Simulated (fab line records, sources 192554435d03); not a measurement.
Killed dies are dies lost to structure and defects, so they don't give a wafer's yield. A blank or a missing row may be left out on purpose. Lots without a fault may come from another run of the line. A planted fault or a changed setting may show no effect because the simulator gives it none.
Which tool did it? | flow n5_finfet | 13 lots, 36 wafers sampled, at 4 steps of a route of 1938

WHAT THE GAUGES READ, wafer by wafer
The record holds no reading of a measuring or inspecting step that can be judged against a usual standard deviation.

WHICH TOOL RAN EACH LOT (tool, then ch and the chambers of the sampled wafers, then the start)
lot  | N5_HKMG_FIN_ALD_71                  | N5_PASSIVATION_STRIP_14            | N5_PASSIVATION_AL_ETCH_33         | N5_PASSIVATION_PROBE_49
L537 | ald_metal-02 ch 1,3, day 4 11:12    | rie_diel-01 ch 0,3, day 13 00:01   | rie_metal-03 ch 0,1, day 13 01:24 | prober-02, day 13 06:20
L538 | ald_metal-04 ch 1,2, day 4 15:10    | rie_diel-02 ch 2,3, day 13 04:48   | rie_metal-02 ch 0,1, day 13 06:08 | prober-02, day 13 11:29
L539 | ald_metal-04 ch 0,3, day 5 00:01    | rie_diel-03 ch 0,2, day 13 08:50   | rie_metal-02 ch 0,1, day 13 10:01 | prober-01, day 13 14:52
L541 | ald_metal-04 ch 1,2, day 5 12:11    | rie_diel-03 ch 0,3, day 13 04:32   | rie_metal-03 ch 1, day 13 05:50   | prober-01, day 13 10:39
L542 | ald_metal-04 ch 0,1, day 5 20:43    | rie_diel-02 ch 0,1,3, day 14 02:30 | rie_metal-03 ch 0,1, day 14 04:16 | prober-02, day 14 09:16
L544 | ald_metal-04 ch 0,1,3, day 6 13:42  | rie_diel-01 ch 1,2, day 14 17:05   | rie_metal-03 ch 0,1, day 14 18:29 | prober-01, day 14 23:11
L545 | ald_metal-02 ch 0,2,3, day 6 19:29  | rie_diel-01 ch 0,2,3, day 14 21:26 | rie_metal-02 ch 0,1, day 14 23:23 | prober-01, day 15 04:22
L546 | ald_metal-04 ch 0,1,3, day 6 23:22  | rie_diel-01 ch 0,1,2, day 15 12:06 | rie_metal-02 ch 0,1, day 15 14:07 | prober-02, day 15 18:56
L547 | ald_metal-02 ch 0,1,3, day 6 23:47  | rie_diel-03 ch 1,2,3, day 15 03:34 | rie_metal-03 ch 0,1, day 15 05:07 | prober-02, day 15 09:56
L550 | ald_metal-02 ch 0,1,2, day 7 15:43  | rie_diel-01 ch 0,1,2, day 15 08:07 | rie_metal-03 ch 0,1, day 15 09:29 | prober-01, day 15 14:20
L551 | ald_metal-03 ch 0,1,3, day 8 05:19  | rie_diel-01 ch 0,2,3, day 16 05:03 | rie_metal-03 ch 1, day 16 06:44   | prober-01, day 16 11:33
L557 | ald_metal-04 ch 2,3, day 9 14:36    | rie_diel-03 ch 0,2, day 18 04:53   | rie_metal-02 ch 0,1, day 18 06:04 | prober-01, day 18 11:00
L559 | ald_metal-04 ch 0,2,3, day 10 03:32 | rie_diel-01 ch 1,3, day 18 16:50   | rie_metal-01 ch 0,1, day 18 18:44 | prober-02, day 19 00:31
- N5_HKMG_FIN_ALD_71: deposits TiN, target thk 1 nm, pulse time 1 s, purge time 3 s.
- N5_PASSIVATION_STRIP_14: strips in O2.
- N5_PASSIVATION_AL_ETCH_33: etches Al in Cl2/BCl3, stops on TaN, target depth 2800 nm, time 466.7 s.
- N5_PASSIVATION_PROBE_49

WHAT THE TOOLS THEMSELVES READ (means of the sampled wafers that have a number; where no wafer has one, the mark that the record gives instead)
N5_HKMG_FIN_ALD_71.
lot  | tool         | heater_power_w (W) | precursor_pulse_height_rel
L537 | ald_metal-02 | 854                | 1.016
L538 | ald_metal-04 | 930                | 1.004
L539 | ald_metal-04 | 892                | 0.998
L541 | ald_metal-04 | 916                | 1.007
L542 | ald_metal-04 | 886                | 0.995
L544 | ald_metal-04 | 911                | 1.017
L545 | ald_metal-02 | 854                | 1.012
L546 | ald_metal-04 | 903                | 0.996
L547 | ald_metal-02 | 894                | 1.006
L550 | ald_metal-02 | 917                | 1.008
L551 | ald_metal-03 | 864                | 0.982
L557 | ald_metal-04 | 902                | 1.011
L559 | ald_metal-04 | 893                | 0.984

N5_PASSIVATION_STRIP_14.
lot  | tool        | drypump_motor_current_A (A) | oes_product_au (a.u.) | rf_vpp_V (V) | showerhead_plenum_p_Torr (Torr) | throttle_valve_pct (%)
L537 | rie_diel-01 | 6.2                         | 0.69                  | 3.9          | 2.04                            | 17.00
L538 | rie_diel-02 | 5.6                         | 0.77                  | 3.2          | 2.11                            | 16.67
L539 | rie_diel-03 | 5.7                         | 0.79                  | 3.0          | 2.12                            | 17.00
L541 | rie_diel-03 | 5.3                         | 0.70                  | 3.4          | 2.08                            | 17.02
L542 | rie_diel-02 | 5.5                         | 0.79                  | 3.2          | 2.09                            | 16.70
L544 | rie_diel-01 | 5.6                         | 0.72                  | 4.1          | 2.03                            | 16.73
L545 | rie_diel-01 | 6.2                         | 0.70                  | 3.9          | 2.08                            | 16.89
L546 | rie_diel-01 | 5.9                         | 0.71                  | 4.8          | 2.07                            | 16.70
L547 | rie_diel-03 | 5.4                         | 0.84                  | 3.1          | 2.03                            | 16.82
L550 | rie_diel-01 | 5.9                         | 0.71                  | 3.6          | 2.07                            | 16.69
L551 | rie_diel-01 | 6.2                         | 0.78                  | 3.3          | 2.17                            | 16.73
L557 | rie_diel-03 | 5.5                         | 0.91                  | 3.5          | 2.13                            | 16.83
L559 | rie_diel-01 | 5.8                         | 0.84                  | 3.1          | 2.15                            | 16.90

N5_PASSIVATION_AL_ETCH_33.
lot  | tool         | drypump_motor_current_A (A) | oes_product_au (a.u.) | throttle_valve_pct (%)
L537 | rie_metal-03 | 6.3                         | 0.67                  | 34.0
L538 | rie_metal-02 | 5.7                         | 0.73                  | 34.2
L539 | rie_metal-02 | 5.7                         | 0.72                  | 34.2
L541 | rie_metal-03 | 6.4                         | 0.61                  | 33.3
L542 | rie_metal-03 | 6.3                         | 0.64                  | 33.8
L544 | rie_metal-03 | 6.3                         | 0.67                  | 34.3
L545 | rie_metal-02 | 5.6                         | 0.69                  | 34.3
L546 | rie_metal-02 | 5.6                         | 0.69                  | 34.3
L547 | rie_metal-03 | 6.3                         | 0.64                  | 33.7
L550 | rie_metal-03 | 6.2                         | 0.67                  | 34.3
L551 | rie_metal-03 | 6.4                         | 0.61                  | 33.3
L557 | rie_metal-02 | 5.6                         | 0.67                  | 34.4
L559 | rie_metal-01 | 5.6                         | 0.77                  | 34.8

N5_PASSIVATION_PROBE_49.
lot  | tool      | killed_at_M0_to_M3 | killed_at_M4_up | killed_at_contacts | killed_at_front_end | killed_at_other | killed_dies | killed_open | killed_short
L537 | prober-02 | 50                 | 16              | 12                 | 29                  | 5               | 112         | 66          | 44
L538 | prober-02 | 52                 | 13              | 11                 | 33                  | 3               | 112         | 70          | 38
L539 | prober-01 | 28                 | 26              | 10                 | 33                  | 5               | 102         | 61          | 37
L541 | prober-01 | 27                 | 18              | 12                 | 35                  | 3               | 96          | 60          | 32
L542 | prober-02 | 28                 | 16              | 18                 | 43                  | 2               | 107         | 67          | 34
L544 | prober-01 | 30                 | 15              | 11                 | 26                  | 9               | 91          | 57          | 29
L545 | prober-01 | 43                 | 15              | 12                 | 33                  | 2               | 105         | 63          | 38
L546 | prober-02 | 32                 | 10              | 15                 | 43                  | 2               | 102         | 73          | 26
L547 | prober-02 | 28                 | 11              | 7                  | 34                  | 1               | 81          | 50          | 28
L550 | prober-01 | 44                 | 11              | 14                 | 31                  | 3               | 103         | 69          | 30
L551 | prober-01 | 32                 | 13              | 7                  | 40                  | 1               | 92          | 63          | 26
L557 | prober-01 | 25                 | 11              | 10                 | 142                 | 7               | 194         | 64          | 24
L559 | prober-02 | 24                 | 16              | 11                 | 131                 | 2               | 184         | 56          | 31

THE ANSWER, worked out from the rows above alone
Rule: what is usual is taken from the lots themselves. Put in order of their means at a reading, lots are off if they are a third of the lots or fewer, leave a main group of 4 or more, and stand apart from it by a gap of 3 or more times the standard deviation of the main group's means; of several such gaps the widest counts. A main group whose means are all the same, to the digits that the tables above print for the reading, isn't used. A lot without any number at a reading at which 4 lots or more have one is off too. The other lots that the step has rows for count as sound. The gauges are gone through in route order, then the tools' own readings, and for those a lot's mean is taken as printed above. The first step at which some lot is off is used, and at that step the reading that is off furthest; a lot without a number counts as furthest.
Off: L557, L559, at N5_PASSIVATION_PROBE_49 (killed_at_front_end). The main group: mean 35, standard deviation 5.2.
A tool fits if, at that step or a process step before it, it ran every lot that is off, and no sound lot after the first of them. One fits: ald_metal-04 at N5_HKMG_FIN_ALD_71. Its last sound lot is L546 (day 6 23:22), its first lot that is off L557 (day 9 14:36): a fault that began between those two fits.

WHAT THE SIMULATOR HAD PUT IN
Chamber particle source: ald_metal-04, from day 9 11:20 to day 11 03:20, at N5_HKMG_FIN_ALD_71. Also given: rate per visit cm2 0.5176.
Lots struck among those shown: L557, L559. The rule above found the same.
